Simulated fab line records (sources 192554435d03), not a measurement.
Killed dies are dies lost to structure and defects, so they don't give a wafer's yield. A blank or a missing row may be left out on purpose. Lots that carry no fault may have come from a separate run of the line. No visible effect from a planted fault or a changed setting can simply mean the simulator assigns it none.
Which of the tools did it? || flow n5_finfet || 24 lots, 72 wafers sampled, at 6 steps of a route of 1938

WHAT THE GAUGES SHOWED, per wafer
N5_BEOL_M10_THK_MEAS_53: measures by xrf.
{"lot": "L074", "measured": "day 10 10:54", "on": "film_metro-01", "M10_THK (nm)": "147 138 133"}
{"lot": "L075", "measured": "day 10 20:52", "on": "film_metro-01", "M10_THK (nm)": "141 142 139"}
{"lot": "L077", "measured": "day 11 06:22", "on": "film_metro-01", "M10_THK (nm)": "143 142 142"}
{"lot": "L076", "measured": "day 11 21:23", "on": "film_metro-02", "M10_THK (nm)": "144 142 141"}
{"lot": "L079", "measured": "day 11 23:17", "on": "film_metro-02", "M10_THK (nm)": "138 145 138"}
{"lot": "L081", "measured": "day 11 23:08", "on": "film_metro-02", "M10_THK (nm)": "142 144 143"}
{"lot": "L080", "measured": "day 12 01:16", "on": "film_metro-02", "M10_THK (nm)": "139 142 146"}
{"lot": "L082", "measured": "day 12 19:02", "on": "film_metro-01", "M10_THK (nm)": "140 140 145"}
{"lot": "L078", "measured": "day 12 23:53", "on": "film_metro-01", "M10_THK (nm)": "141 134 139"}
{"lot": "L083", "measured": "day 13 03:48", "on": "film_metro-02", "M10_THK (nm)": "138 142 137"}
{"lot": "L084", "measured": "day 13 11:13", "on": "film_metro-01", "M10_THK (nm)": "131 139 133"}
{"lot": "L085", "measured": "day 13 22:26", "on": "film_metro-02", "M10_THK (nm)": "147 140 141"}
{"lot": "L086", "measured": "day 14 03:14", "on": "film_metro-02", "M10_THK (nm)": "145 145 148"}
{"lot": "L088", "measured": "day 14 12:13", "on": "film_metro-02", "M10_THK (nm)": "136 147 143"}
{"lot": "L087", "measured": "day 14 23:50", "on": "film_metro-02", "M10_THK (nm)": "146 146 143"}
{"lot": "L090", "measured": "day 15 08:07", "on": "film_metro-02", "M10_THK (nm)": "143 138 138"}
{"lot": "L089", "measured": "day 15 15:19", "on": "film_metro-01", "M10_THK (nm)": "141 141 143"}
{"lot": "L091", "measured": "day 15 16:57", "on": "film_metro-01", "M10_THK (nm)": "143 143 133"}
{"lot": "L092", "measured": "day 16 05:33", "on": "film_metro-01", "M10_THK (nm)": "140 144 143"}
{"lot": "L093", "measured": "day 16 06:56", "on": "film_metro-01", "M10_THK (nm)": "143 143 134"}
{"lot": "L095", "measured": "day 16 08:23", "on": "film_metro-01", "M10_THK (nm)": "140 144 145"}
{"lot": "L094", "measured": "day 16 09:26", "on": "film_metro-01", "M10_THK (nm)": "142 143 132"}
{"lot": "L097", "measured": "day 16 19:21", "on": "film_metro-02", "M10_THK (nm)": "142 133 139"}
{"lot": "L096", "measured": "day 16 17:28", "on": "film_metro-01", "M10_THK (nm)": "138 140 139"}

N5_BEOL_M10_RS_MEAS_57: uses a four-point probe to measure.
{"lot": "L074", "measured": "day 10 11:02", "on": "film_metro-01", "M10_RS (ohm/sq)": "0.142 0.151 0.157"}
{"lot": "L075", "measured": "day 10 21:00", "on": "film_metro-01", "M10_RS (ohm/sq)": "0.148 0.146 0.150"}
{"lot": "L077", "measured": "day 11 06:31", "on": "film_metro-01", "M10_RS (ohm/sq)": "0.147 0.148 0.148"}
{"lot": "L076", "measured": "day 11 21:31", "on": "film_metro-02", "M10_RS (ohm/sq)": "0.146 0.148 0.149"}
{"lot": "L079", "measured": "day 11 23:25", "on": "film_metro-01", "M10_RS (ohm/sq)": "0.154 0.146 0.154"}
{"lot": "L081", "measured": "day 11 23:16", "on": "film_metro-02", "M10_RS (ohm/sq)": "0.149 0.146 0.148"}
{"lot": "L080", "measured": "day 12 01:24", "on": "film_metro-02", "M10_RS (ohm/sq)": "0.153 0.149 0.145"}
{"lot": "L082", "measured": "day 12 19:11", "on": "film_metro-02", "M10_RS (ohm/sq)": "0.151 0.152 0.146"}
{"lot": "L078", "measured": "day 13 00:01", "on": "film_metro-02", "M10_RS (ohm/sq)": "0.149 0.157 0.151"}
{"lot": "L083", "measured": "day 13 03:56", "on": "film_metro-02", "M10_RS (ohm/sq)": "0.153 0.148 0.154"}
{"lot": "L084", "measured": "day 13 11:21", "on": "film_metro-01", "M10_RS (ohm/sq)": "0.160 0.150 0.158"}
{"lot": "L085", "measured": "day 13 22:34", "on": "film_metro-02", "M10_RS (ohm/sq)": "0.143 0.152 0.149"}
{"lot": "L086", "measured": "day 14 03:22", "on": "film_metro-02", "M10_RS (ohm/sq)": "0.146 0.147 0.143"}
{"lot": "L088", "measured": "day 14 12:20", "on": "film_metro-01", "M10_RS (ohm/sq)": "0.157 0.144 0.149"}
{"lot": "L087", "measured": "day 14 23:59", "on": "film_metro-01", "M10_RS (ohm/sq)": "0.146 0.146 0.149"}
{"lot": "L090", "measured": "day 15 08:16", "on": "film_metro-02", "M10_RS (ohm/sq)": "0.147 0.151 0.152"}
{"lot": "L089", "measured": "day 15 15:28", "on": "film_metro-02", "M10_RS (ohm/sq)": "0.148 0.147 0.145"}
{"lot": "L091", "measured": "day 15 17:05", "on": "film_metro-01", "M10_RS (ohm/sq)": "0.148 0.148 0.160"}
{"lot": "L092", "measured": "day 16 05:41", "on": "film_metro-01", "M10_RS (ohm/sq)": "0.151 0.147 0.148"}
{"lot": "L093", "measured": "day 16 07:04", "on": "film_metro-02", "M10_RS (ohm/sq)": "0.146 0.145 0.156"}
{"lot": "L095", "measured": "day 16 08:31", "on": "film_metro-01", "M10_RS (ohm/sq)": "0.151 0.145 0.145"}
{"lot": "L094", "measured": "day 16 09:34", "on": "film_metro-02", "M10_RS (ohm/sq)": "0.147 0.145 0.159"}
{"lot": "L097", "measured": "day 16 19:31", "on": "film_metro-01", "M10_RS (ohm/sq)": "0.146 0.157 0.150"}
{"lot": "L096", "measured": "day 16 17:36", "on": "film_metro-01", "M10_RS (ohm/sq)": "0.153 0.150 0.152"}

N5_BEOL_M10_INSPECT_58: inspects for defects (darkfield).
{"lot": "L074", "measured": "day 10 11:04", "on": "defect_inspect-01", "raw_defect_count": "62 44 47"}
{"lot": "L075", "measured": "day 10 21:02", "on": "defect_inspect-02", "raw_defect_count": "75 103 77"}
{"lot": "L077", "measured": "day 11 06:33", "on": "defect_inspect-02", "raw_defect_count": "58 53 66"}
{"lot": "L076", "measured": "day 11 21:32", "on": "defect_inspect-02", "raw_defect_count": "60 91 91"}
{"lot": "L079", "measured": "day 11 23:27", "on": "defect_inspect-01", "raw_defect_count": "89 53 69"}
{"lot": "L081", "measured": "day 11 23:18", "on": "defect_inspect-01", "raw_defect_count": "66 76 55"}
{"lot": "L080", "measured": "day 12 01:26", "on": "defect_inspect-01", "raw_defect_count": "66 91 47"}
{"lot": "L082", "measured": "day 12 19:13", "on": "defect_inspect-01", "raw_defect_count": "109 83 60"}
{"lot": "L078", "measured": "day 13 00:02", "on": "defect_inspect-01", "raw_defect_count": "48 65 75"}
{"lot": "L083", "measured": "day 13 03:58", "on": "defect_inspect-01", "raw_defect_count": "53 62 68"}
{"lot": "L084", "measured": "day 13 11:23", "on": "defect_inspect-02", "raw_defect_count": "50 37 63"}
{"lot": "L085", "measured": "day 13 22:36", "on": "defect_inspect-01", "raw_defect_count": "61 59 99"}
{"lot": "L086", "measured": "day 14 03:23", "on": "defect_inspect-02", "raw_defect_count": "54 37 76"}
{"lot": "L088", "measured": "day 14 12:22", "on": "defect_inspect-02", "raw_defect_count": "123 51 72"}
{"lot": "L087", "measured": "day 15 00:00", "on": "defect_inspect-02", "raw_defect_count": "52 52 52"}
{"lot": "L090", "measured": "day 15 08:17", "on": "defect_inspect-02", "raw_defect_count": "60 71 57"}
{"lot": "L089", "measured": "day 15 15:29", "on": "defect_inspect-01", "raw_defect_count": "119 63 124"}
{"lot": "L091", "measured": "day 15 17:07", "on": "defect_inspect-01", "raw_defect_count": "68 46 83"}
{"lot": "L092", "measured": "day 16 05:43", "on": "defect_inspect-02", "raw_defect_count": "75 52 58"}
{"lot": "L093", "measured": "day 16 07:05", "on": "defect_inspect-01", "raw_defect_count": "69 65 60"}
{"lot": "L095", "measured": "day 16 08:33", "on": "defect_inspect-02", "raw_defect_count": "72 41 59"}
{"lot": "L094", "measured": "day 16 09:35", "on": "defect_inspect-02", "raw_defect_count": "59 71 73"}
{"lot": "L097", "measured": "day 16 19:32", "on": "defect_inspect-02", "raw_defect_count": "46 44 64"}
{"lot": "L096", "measured": "day 16 17:38", "on": "defect_inspect-01", "raw_defect_count": "47 36 53"}

TOOL THAT RAN EACH LOT (tool first, then ch and the chambers of the sampled wafers, then the start)
{"lot": "L074", "N5_BEOL_M10_PECVD_70": "pecvd-02 ch 0,2, day 10 02:01", "N5_BEOL_M10_CURE_72": "uv_cure-01 ch 1, day 10 08:37", "N5_BEOL_M10_SPUTTER_48": "pvd_sputter-01, day 10 09:46"}
{"lot": "L075", "N5_BEOL_M10_PECVD_70": "pecvd-02 ch 0,1,2, day 10 10:47", "N5_BEOL_M10_CURE_72": "uv_cure-02 ch 1, day 10 16:41", "N5_BEOL_M10_SPUTTER_48": "pvd_sputter-01, day 10 19:56"}
{"lot": "L077", "N5_BEOL_M10_PECVD_70": "pecvd-03 ch 0,1,2, day 10 19:10", "N5_BEOL_M10_CURE_72": "uv_cure-03 ch 1, day 10 23:34", "N5_BEOL_M10_SPUTTER_48": "pvd_sputter-03, day 11 05:24"}
{"lot": "L076", "N5_BEOL_M10_PECVD_70": "pecvd-02 ch 0,2, day 11 11:30", "N5_BEOL_M10_CURE_72": "uv_cure-03 ch 0, day 11 19:20", "N5_BEOL_M10_SPUTTER_48": "pvd_sputter-02, day 11 20:34"}
{"lot": "L079", "N5_BEOL_M10_PECVD_70": "pecvd-01 ch 0,1, day 11 13:05", "N5_BEOL_M10_CURE_72": "uv_cure-01 ch 1, day 11 20:20", "N5_BEOL_M10_SPUTTER_48": "pvd_sputter-03, day 11 22:28"}
{"lot": "L081", "N5_BEOL_M10_PECVD_70": "pecvd-03 ch 1,2, day 11 14:33", "N5_BEOL_M10_CURE_72": "uv_cure-03 ch 1, day 11 19:48", "N5_BEOL_M10_SPUTTER_48": "pvd_sputter-01, day 11 22:04"}
{"lot": "L080", "N5_BEOL_M10_PECVD_70": "pecvd-03 ch 0,2, day 11 16:32", "N5_BEOL_M10_CURE_72": "uv_cure-03 ch 0, day 11 23:16", "N5_BEOL_M10_SPUTTER_48": "pvd_sputter-01, day 12 00:24"}
{"lot": "L082", "N5_BEOL_M10_PECVD_70": "pecvd-03 ch 0,1,2, day 12 13:09", "N5_BEOL_M10_CURE_72": "uv_cure-03 ch 0, day 12 16:37", "N5_BEOL_M10_SPUTTER_48": "pvd_sputter-01, day 12 18:13"}
{"lot": "L078", "N5_BEOL_M10_PECVD_70": "pecvd-01 ch 0,2, day 12 17:18", "N5_BEOL_M10_CURE_72": "uv_cure-02 ch 2, day 12 20:31", "N5_BEOL_M10_SPUTTER_48": "pvd_sputter-03, day 12 22:50"}
{"lot": "L083", "N5_BEOL_M10_PECVD_70": "pecvd-01 ch 0,1,2, day 12 21:54", "N5_BEOL_M10_CURE_72": "uv_cure-01 ch 0, day 13 01:54", "N5_BEOL_M10_SPUTTER_48": "pvd_sputter-03, day 13 02:56"}
{"lot": "L084", "N5_BEOL_M10_PECVD_70": "pecvd-03 ch 0,1,2, day 13 01:10", "N5_BEOL_M10_CURE_72": "uv_cure-03 ch 1, day 13 07:29", "N5_BEOL_M10_SPUTTER_48": "pvd_sputter-03, day 13 09:51"}
{"lot": "L085", "N5_BEOL_M10_PECVD_70": "pecvd-03 ch 0,2, day 13 16:56", "N5_BEOL_M10_CURE_72": "uv_cure-03 ch 2, day 13 19:40", "N5_BEOL_M10_SPUTTER_48": "pvd_sputter-02, day 13 21:21"}
{"lot": "L086", "N5_BEOL_M10_PECVD_70": "pecvd-02 ch 1,2, day 13 18:47", "N5_BEOL_M10_CURE_72": "uv_cure-03 ch 2, day 14 01:02", "N5_BEOL_M10_SPUTTER_48": "pvd_sputter-02, day 14 02:11"}
{"lot": "L088", "N5_BEOL_M10_PECVD_70": "pecvd-03 ch 0,1,2, day 14 03:47", "N5_BEOL_M10_CURE_72": "uv_cure-02 ch 2, day 14 09:04", "N5_BEOL_M10_SPUTTER_48": "pvd_sputter-03, day 14 09:59"}
{"lot": "L087", "N5_BEOL_M10_PECVD_70": "pecvd-02 ch 1,2, day 14 13:00", "N5_BEOL_M10_CURE_72": "uv_cure-02 ch 1, day 14 19:45", "N5_BEOL_M10_SPUTTER_48": "pvd_sputter-02, day 14 22:48"}
{"lot": "L090", "N5_BEOL_M10_PECVD_70": "pecvd-03 ch 0,1,2, day 15 00:16", "N5_BEOL_M10_CURE_72": "uv_cure-01 ch 0, day 15 05:09", "N5_BEOL_M10_SPUTTER_48": "pvd_sputter-02, day 15 07:18"}
{"lot": "L089", "N5_BEOL_M10_PECVD_70": "pecvd-03 ch 0,1,2, day 15 06:20", "N5_BEOL_M10_CURE_72": "uv_cure-03 ch 0, day 15 10:55", "N5_BEOL_M10_SPUTTER_48": "pvd_sputter-01, day 15 14:30"}
{"lot": "L091", "N5_BEOL_M10_PECVD_70": "pecvd-03 ch 0,1, day 15 10:09", "N5_BEOL_M10_CURE_72": "uv_cure-02 ch 0, day 15 13:54", "N5_BEOL_M10_SPUTTER_48": "pvd_sputter-02, day 15 16:08"}
{"lot": "L092", "N5_BEOL_M10_PECVD_70": "pecvd-01 ch 1,2, day 15 21:53", "N5_BEOL_M10_CURE_72": "uv_cure-01 ch 2, day 16 01:53", "N5_BEOL_M10_SPUTTER_48": "pvd_sputter-02, day 16 04:44"}
{"lot": "L093", "N5_BEOL_M10_PECVD_70": "pecvd-03 ch 0,1,2, day 16 00:55", "N5_BEOL_M10_CURE_72": "uv_cure-01 ch 0, day 16 05:02", "N5_BEOL_M10_SPUTTER_48": "pvd_sputter-02, day 16 06:07"}
{"lot": "L095", "N5_BEOL_M10_PECVD_70": "pecvd-02 ch 0,1,2, day 16 00:56", "N5_BEOL_M10_CURE_72": "uv_cure-01 ch 2, day 16 05:56", "N5_BEOL_M10_SPUTTER_48": "pvd_sputter-03, day 16 07:11"}
{"lot": "L094", "N5_BEOL_M10_PECVD_70": "pecvd-02 ch 0,1, day 16 01:59", "N5_BEOL_M10_CURE_72": "uv_cure-01 ch 0, day 16 06:17", "N5_BEOL_M10_SPUTTER_48": "pvd_sputter-02, day 16 07:31"}
{"lot": "L097", "N5_BEOL_M10_PECVD_70": "pecvd-02 ch 1,2, day 16 08:04", "N5_BEOL_M10_CURE_72": "uv_cure-03 ch 2, day 16 16:21", "N5_BEOL_M10_SPUTTER_48": "pvd_sputter-01, day 16 18:31"}
{"lot": "L096", "N5_BEOL_M10_PECVD_70": "pecvd-02 ch 0,1,2, day 16 09:09", "N5_BEOL_M10_CURE_72": "uv_cure-01 ch 1, day 16 15:34", "N5_BEOL_M10_SPUTTER_48": "pvd_sputter-03, day 16 16:38"}
- N5_BEOL_M10_PECVD_70: deposits SiO2 from TEOS/O2, target thk 20 nm, time 22.7 s.
- N5_BEOL_M10_CURE_72: cures SiCOH lowk, time 120 s.
- N5_BEOL_M10_SPUTTER_48: material Cu, target thk 12 nm, time 2 s.

WHAT THE TOOLS THEMSELVES READ (means of the sampled wafers that have a number; where no wafer has one, the mark that the record gives instead)
N5_BEOL_M10_PECVD_70.
{"lot": "L074", "tool": "pecvd-02", "heater_power_w (W)": 746, "showerhead_plenum_p_Torr (Torr)": 8.80, "throttle_valve_pct (%)": 22.1}
{"lot": "L075", "tool": "pecvd-02", "heater_power_w (W)": 796, "showerhead_plenum_p_Torr (Torr)": 8.83, "throttle_valve_pct (%)": 22.2}
{"lot": "L077", "tool": "pecvd-03", "heater_power_w (W)": 647, "showerhead_plenum_p_Torr (Torr)": 8.71, "throttle_valve_pct (%)": 22.4}
{"lot": "L076", "tool": "pecvd-02", "heater_power_w (W)": 746, "showerhead_plenum_p_Torr (Torr)": 8.81, "throttle_valve_pct (%)": 22.3}
{"lot": "L079", "tool": "pecvd-01", "heater_power_w (W)": 763, "showerhead_plenum_p_Torr (Torr)": 8.87, "throttle_valve_pct (%)": 21.2}
{"lot": "L081", "tool": "pecvd-03", "heater_power_w (W)": 620, "showerhead_plenum_p_Torr (Torr)": 8.73, "throttle_valve_pct (%)": 21.9}
{"lot": "L080", "tool": "pecvd-03", "heater_power_w (W)": 631, "showerhead_plenum_p_Torr (Torr)": 8.77, "throttle_valve_pct (%)": 21.7}
{"lot": "L082", "tool": "pecvd-03", "heater_power_w (W)": 625, "showerhead_plenum_p_Torr (Torr)": 8.72, "throttle_valve_pct (%)": 22.3}
{"lot": "L078", "tool": "pecvd-01", "heater_power_w (W)": 715, "showerhead_plenum_p_Torr (Torr)": 8.83, "throttle_valve_pct (%)": 21.8}
{"lot": "L083", "tool": "pecvd-01", "heater_power_w (W)": 707, "showerhead_plenum_p_Torr (Torr)": 8.85, "throttle_valve_pct (%)": 21.6}
{"lot": "L084", "tool": "pecvd-03", "heater_power_w (W)": 704, "showerhead_plenum_p_Torr (Torr)": 8.73, "throttle_valve_pct (%)": 22.5}
{"lot": "L085", "tool": "pecvd-03", "heater_power_w (W)": 605, "showerhead_plenum_p_Torr (Torr)": 8.78, "throttle_valve_pct (%)": 21.8}
{"lot": "L086", "tool": "pecvd-02", "heater_power_w (W)": 699, "showerhead_plenum_p_Torr (Torr)": 8.84, "throttle_valve_pct (%)": 22.2}
{"lot": "L088", "tool": "pecvd-03", "heater_power_w (W)": 696, "showerhead_plenum_p_Torr (Torr)": 8.73, "throttle_valve_pct (%)": 22.4}
{"lot": "L087", "tool": "pecvd-02", "heater_power_w (W)": 854, "showerhead_plenum_p_Torr (Torr)": 8.85, "throttle_valve_pct (%)": 22.0}
{"lot": "L090", "tool": "pecvd-03", "heater_power_w (W)": 680, "showerhead_plenum_p_Torr (Torr)": 8.73, "throttle_valve_pct (%)": 22.4}
{"lot": "L089", "tool": "pecvd-03", "heater_power_w (W)": 623, "showerhead_plenum_p_Torr (Torr)": 8.73, "throttle_valve_pct (%)": 22.4}
{"lot": "L091", "tool": "pecvd-03", "heater_power_w (W)": 645, "showerhead_plenum_p_Torr (Torr)": 8.74, "throttle_valve_pct (%)": 22.7}
{"lot": "L092", "tool": "pecvd-01", "heater_power_w (W)": 731, "showerhead_plenum_p_Torr (Torr)": 8.85, "throttle_valve_pct (%)": 21.7}
{"lot": "L093", "tool": "pecvd-03", "heater_power_w (W)": 693, "showerhead_plenum_p_Torr (Torr)": 8.72, "throttle_valve_pct (%)": 22.3}
{"lot": "L095", "tool": "pecvd-02", "heater_power_w (W)": 787, "showerhead_plenum_p_Torr (Torr)": 8.82, "throttle_valve_pct (%)": 22.2}
{"lot": "L094", "tool": "pecvd-02", "heater_power_w (W)": 851, "showerhead_plenum_p_Torr (Torr)": 8.83, "throttle_valve_pct (%)": 22.0}
{"lot": "L097", "tool": "pecvd-02", "heater_power_w (W)": 712, "showerhead_plenum_p_Torr (Torr)": 8.82, "throttle_valve_pct (%)": 22.2}
{"lot": "L096", "tool": "pecvd-02", "heater_power_w (W)": 755, "showerhead_plenum_p_Torr (Torr)": 8.82, "throttle_valve_pct (%)": 22.2}

N5_BEOL_M10_CURE_72.
{"lot": "L074", "tool": "uv_cure-01", "lamp_power_pct (%)": 52.31, "wafer_temp_C_max": 371.9}
{"lot": "L075", "tool": "uv_cure-02", "lamp_power_pct (%)": 52.32, "wafer_temp_C_max": 371.5}
{"lot": "L077", "tool": "uv_cure-03", "lamp_power_pct (%)": 52.30, "wafer_temp_C_max": 370.8}
{"lot": "L076", "tool": "uv_cure-03", "lamp_power_pct (%)": 52.34, "wafer_temp_C_max": 371.3}
{"lot": "L079", "tool": "uv_cure-01", "lamp_power_pct (%)": 52.33, "wafer_temp_C_max": 372.4}
{"lot": "L081", "tool": "uv_cure-03", "lamp_power_pct (%)": 52.34, "wafer_temp_C_max": 371.3}
{"lot": "L080", "tool": "uv_cure-03", "lamp_power_pct (%)": 52.29, "wafer_temp_C_max": 371.4}
{"lot": "L082", "tool": "uv_cure-03", "lamp_power_pct (%)": 52.30, "wafer_temp_C_max": 371.2}
{"lot": "L078", "tool": "uv_cure-02", "lamp_power_pct (%)": 52.36, "wafer_temp_C_max": 371.6}
{"lot": "L083", "tool": "uv_cure-01", "lamp_power_pct (%)": 52.29, "wafer_temp_C_max": 371.3}
{"lot": "L084", "tool": "uv_cure-03", "lamp_power_pct (%)": 52.29, "wafer_temp_C_max": 370.5}
{"lot": "L085", "tool": "uv_cure-03", "lamp_power_pct (%)": 52.33, "wafer_temp_C_max": 372.3}
{"lot": "L086", "tool": "uv_cure-03", "lamp_power_pct (%)": 52.32, "wafer_temp_C_max": 372.5}
{"lot": "L088", "tool": "uv_cure-02", "lamp_power_pct (%)": 52.29, "wafer_temp_C_max": 372.2}
{"lot": "L087", "tool": "uv_cure-02", "lamp_power_pct (%)": 52.28, "wafer_temp_C_max": 371.1}
{"lot": "L090", "tool": "uv_cure-01", "lamp_power_pct (%)": 52.32, "wafer_temp_C_max": 371.2}
{"lot": "L089", "tool": "uv_cure-03", "lamp_power_pct (%)": 52.28, "wafer_temp_C_max": 371.2}
{"lot": "L091", "tool": "uv_cure-02", "lamp_power_pct (%)": 52.33, "wafer_temp_C_max": 371.7}
{"lot": "L092", "tool": "uv_cure-01", "lamp_power_pct (%)": 52.32, "wafer_temp_C_max": 371.3}
{"lot": "L093", "tool": "uv_cure-01", "lamp_power_pct (%)": 52.34, "wafer_temp_C_max": 371.2}
{"lot": "L095", "tool": "uv_cure-01", "lamp_power_pct (%)": 52.34, "wafer_temp_C_max": 371.2}
{"lot": "L094", "tool": "uv_cure-01", "lamp_power_pct (%)": 52.27, "wafer_temp_C_max": 370.8}
{"lot": "L097", "tool": "uv_cure-03", "lamp_power_pct (%)": 52.35, "wafer_temp_C_max": 372.5}
{"lot": "L096", "tool": "uv_cure-01", "lamp_power_pct (%)": 52.31, "wafer_temp_C_max": 372.5}

N5_BEOL_M10_SPUTTER_48.
{"lot": "L074", "tool": "pvd_sputter-01", "throttle_valve_pct (%)": 29.1}
{"lot": "L075", "tool": "pvd_sputter-01", "throttle_valve_pct (%)": 29.8}
{"lot": "L077", "tool": "pvd_sputter-03", "throttle_valve_pct (%)": 30.6}
{"lot": "L076", "tool": "pvd_sputter-02", "throttle_valve_pct (%)": 30.7}
{"lot": "L079", "tool": "pvd_sputter-03", "throttle_valve_pct (%)": 29.8}
{"lot": "L081", "tool": "pvd_sputter-01", "throttle_valve_pct (%)": 30.7}
{"lot": "L080", "tool": "pvd_sputter-01", "throttle_valve_pct (%)": 30.2}
{"lot": "L082", "tool": "pvd_sputter-01", "throttle_valve_pct (%)": 30.2}
{"lot": "L078", "tool": "pvd_sputter-03", "throttle_valve_pct (%)": 30.0}
{"lot": "L083", "tool": "pvd_sputter-03", "throttle_valve_pct (%)": 30.5}
{"lot": "L084", "tool": "pvd_sputter-03", "throttle_valve_pct (%)": 30.4}
{"lot": "L085", "tool": "pvd_sputter-02", "throttle_valve_pct (%)": 29.6}
{"lot": "L086", "tool": "pvd_sputter-02", "throttle_valve_pct (%)": 29.8}
{"lot": "L088", "tool": "pvd_sputter-03", "throttle_valve_pct (%)": 30.7}
{"lot": "L087", "tool": "pvd_sputter-02", "throttle_valve_pct (%)": 29.7}
{"lot": "L090", "tool": "pvd_sputter-02", "throttle_valve_pct (%)": 30.5}
{"lot": "L089", "tool": "pvd_sputter-01", "throttle_valve_pct (%)": 29.7}
{"lot": "L091", "tool": "pvd_sputter-02", "throttle_valve_pct (%)": 30.4}
{"lot": "L092", "tool": "pvd_sputter-02", "throttle_valve_pct (%)": 30.6}
{"lot": "L093", "tool": "pvd_sputter-02", "throttle_valve_pct (%)": 29.5}
{"lot": "L095", "tool": "pvd_sputter-03", "throttle_valve_pct (%)": 30.7}
{"lot": "L094", "tool": "pvd_sputter-02", "throttle_valve_pct (%)": 30.6}
{"lot": "L097", "tool": "pvd_sputter-01", "throttle_valve_pct (%)": 31.2}
{"lot": "L096", "tool": "pvd_sputter-03", "throttle_valve_pct (%)": 30.1}

THE ANSWER, worked out from the rows above alone
Rule: the usual values come from the lots themselves. The widest of any qualifying gaps counts: lots, ordered by their means at a reading, are off when they make up no more than a third of the lots, leave a main group of 4 or more, and stand apart from it by 3 or more times the standard deviation of that group's means. A main group is skipped when, at the precision printed for the reading in the tables above, its means are all equal. Also off: a lot with no number at a reading for which 4 or more lots have one. All remaining lots with rows at the step are treated as sound. After the gauges, taken in route order, come the tools' own readings; for these a lot's mean is taken, as printed above. At the first step where some lot is off, the reading lying furthest off is the one used; lots without a number count as furthest.
Nothing can be told from this: no lot is off at any reading shown.

WHAT THE SIMULATOR PUT IN
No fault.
